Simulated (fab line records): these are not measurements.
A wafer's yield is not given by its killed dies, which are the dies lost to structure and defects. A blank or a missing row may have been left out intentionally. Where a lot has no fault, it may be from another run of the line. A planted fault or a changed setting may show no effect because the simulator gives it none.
A single fault, viewed from 2 desks + flow n5_finfet + what lay behind the numbers comes last; until then each desk has only its own

## AT THE TOOL OWNER'S DESK: pvd_sputter-02
The tool's own readings at N5_BEOL_M12_SPUTTER_44 (material Ta, target thk 10 nm, time 16.13 s): means of the sampled wafers that have a number, for each lot that ran on this tool. If a lot's mean is further than 4 standard deviations from the usual mean, the lot is out of limits and carries the mark OUT (the distance appears in the brackets).
Columns: A = susceptor_temp_C at N5_BEOL_M12_SPUTTER_44, usual 50.01 C; B = throttle_valve_pct at N5_BEOL_M12_SPUTTER_44, usual 30.3 %
| lot  | first seen here | A     | B    |
|------|-----------------|-------|------|
| L541 | day 14 17:11    | 49.94 | 29.9 |
| L542 | day 15 10:52    | 49.86 | 29.6 |
| L550 | day 17 06:13    | 50.01 | 29.4 |
| L551 | day 18 00:32    | 50.15 | 29.5 |
Finding of this desk: none of the 4 lots has anything out of limits.

## METROLOGY DESK
What the gauges read, lot by lot, whatever tool the lot ran on: means of the sampled wafers that have a number. If a lot's mean is further than 4 standard deviations from the usual mean, the lot is out of limits and carries the mark OUT (the distance appears in the brackets).
Columns: A = trench_depth_nm at N5_BEOL_M12_OCD_MEAS_35, usual 317 nm; B = M12_THK at N5_BEOL_M12_THK_MEAS_50, usual 320 nm
| lot  | first seen here | A   | B   |
|------|-----------------|-----|-----|
| L531 | day 13 05:10    | 318 | 324 |
| L541 | day 14 16:35    | 310 | 313 |
| L542 | day 15 07:04    | 319 | 321 |
| L550 | day 17 03:09    | 318 | 321 |
| L551 | day 18 00:03    | 313 | 315 |
| L552 | day 18 03:34    | 318 | 319 |
Finding of this desk: none of the 6 lots has anything out of limits.

## PUT TOGETHER
The tool owner's desk saw nothing out of limits.
From the metrology desk's view, nothing was out of limits.

## WHAT THE SIMULATOR HAD INSERTED
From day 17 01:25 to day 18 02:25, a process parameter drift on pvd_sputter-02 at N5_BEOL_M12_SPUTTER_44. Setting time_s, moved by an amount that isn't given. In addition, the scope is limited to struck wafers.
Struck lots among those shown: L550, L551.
